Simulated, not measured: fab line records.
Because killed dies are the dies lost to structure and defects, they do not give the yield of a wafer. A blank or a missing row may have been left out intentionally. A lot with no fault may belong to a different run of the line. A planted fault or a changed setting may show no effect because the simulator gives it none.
Chamber matching | flow n5 finfet | ald metal-01 running N5_HKMG_FIN_NWFM_ALD_20: 4 sister chambers
The step deposits TiAlC, target thk 2 nm, pulse time 3 s, purge time 2 s. 8 wafers are shown with their chamber, then 8 later ones without.

== WAFERS, EACH WITH ITS CHAMBER ==
wafer  | chamber | heater power w (W) | precursor pulse height rel
L080.1 | 1       | 445                | 1.002
L082.6 | 2       | 699                | 0.987
L084.1 | 0       | 542                | 0.972
L084.2 | 1       | 450                | 1.008
L090.1 | 3       | 540                | 0.997
L090.3 | 0       | 546                | 1.005
L090.6 | 2       | 716                | 0.984
L093.1 | 3       | 528                | 1.002

== WAFERS WITH NO CHAMBER GIVEN ==
wafer  | heater power w (W) | precursor pulse height rel
L093.4 | 721                | 1.019
L093.6 | 700                | 0.979
L094.3 | 536                | 0.961
L094.5 | 706                | 1.031
L094.6 | 538                | 1.043
L096.1 | 538                | 1.008
L096.4 | 537                | 0.973
L096.5 | 535                | 0.982

== CHAMBER TAKEN BY EACH ==
wafer  | from the rows above     | in truth
L093.4 | 2                       | 2
L093.6 | 2                       | 2
L094.3 | can't be placed: 0 or 3 | 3
L094.5 | 2                       | 2
L094.6 | can't be placed: 3 or 0 | 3
L096.1 | can't be placed: 3 or 0 | 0
L096.4 | can't be placed: 0 or 3 | 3
L096.5 | can't be placed: 0 or 3 | 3
Placed correctly: 3 of 8. Cannot be placed on the basis of these rows: 5; the candidates contain the true chamber in 5. 0 placed wrongly.
How it was worked out, from the rows above alone: a wafer's distance from a chamber is the root of the sum, over the readings, of the square of ((its reading less the chamber's mean) divided by the reading's scatter). If the next closest chamber is less than 2 further off than the closest, the wafer can't be placed; otherwise it belongs to the closest. The mean given for a chamber averages the wafers shown for that chamber. The scatter: take each reading less its chamber's mean, square it, sum over the shown wafers, divide by the number of wafers less the number of chambers, and take the root.
